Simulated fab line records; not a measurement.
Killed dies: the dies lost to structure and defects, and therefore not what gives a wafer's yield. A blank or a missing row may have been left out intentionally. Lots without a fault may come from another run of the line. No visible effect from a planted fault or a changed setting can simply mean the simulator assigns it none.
Matching of chambers :: flow n5 finfet :: N5_BEOL_M10_PECVD_70 on pecvd-01: 3 sister chambers
The step deposits SiO2 from TEOS/O2, target thk 20 nm, time 22.7 s. 3 wafers are shown with their chamber, then 11 later ones without.

== WAFERS PAIRED WITH THEIR CHAMBERS ==
wafer: L086.4
chamber: 1
throttle valve pct (%): 24.3

wafer: L086.6
chamber: 2
throttle valve pct (%): 21.5

wafer: L087.3
chamber: 0
throttle valve pct (%): 23.3

== WAFERS WHOSE CHAMBER IS MISSING ==
wafer: L087.5
throttle valve pct (%): 23.4

wafer: L087.6
throttle valve pct (%): 24.3

wafer: L085.1
throttle valve pct (%): 24.5

wafer: L085.3
throttle valve pct (%): 21.4

wafer: L085.4
throttle valve pct (%): 21.5

wafer: L090.2
throttle valve pct (%): 23.2

wafer: L090.4
throttle valve pct (%): 23.4

wafer: L090.5
throttle valve pct (%): 24.1

wafer: L095.4
throttle valve pct (%): 23.3

wafer: L095.5
throttle valve pct (%): 24.5

wafer: L095.6
throttle valve pct (%): 21.6

== CHAMBER TAKEN BY EACH ==
wafer: L087.5
from the rows above: 0
in truth: 0

wafer: L087.6
from the rows above: 1
in truth: 1

wafer: L085.1
from the rows above: 1
in truth: 1

wafer: L085.3
from the rows above: 2
in truth: 2

wafer: L085.4
from the rows above: 2
in truth: 2

wafer: L090.2
from the rows above: 0
in truth: 0

wafer: L090.4
from the rows above: 0
in truth: 0

wafer: L090.5
from the rows above: 1
in truth: 1

wafer: L095.4
from the rows above: 0
in truth: 0

wafer: L095.5
from the rows above: 1
in truth: 1

wafer: L095.6
from the rows above: 2
in truth: 2
Correctly placed: 11 of 11. Number that these rows cannot place: 0. 0 placed wrongly.
How it was worked out, from the rows above alone: a wafer's distance from a chamber is the root of the sum, over the readings, of the square of ((its reading less the chamber's mean) divided by the reading's scatter). If the next closest chamber is less than 2 further off than the closest, the wafer can't be placed; otherwise it belongs to the closest. The mean given for a chamber averages the wafers shown for that chamber. The scatter (one wafer shown for each chamber): square how far every hidden wafer sits from the nearest shown wafer, average those squares and take the square root.
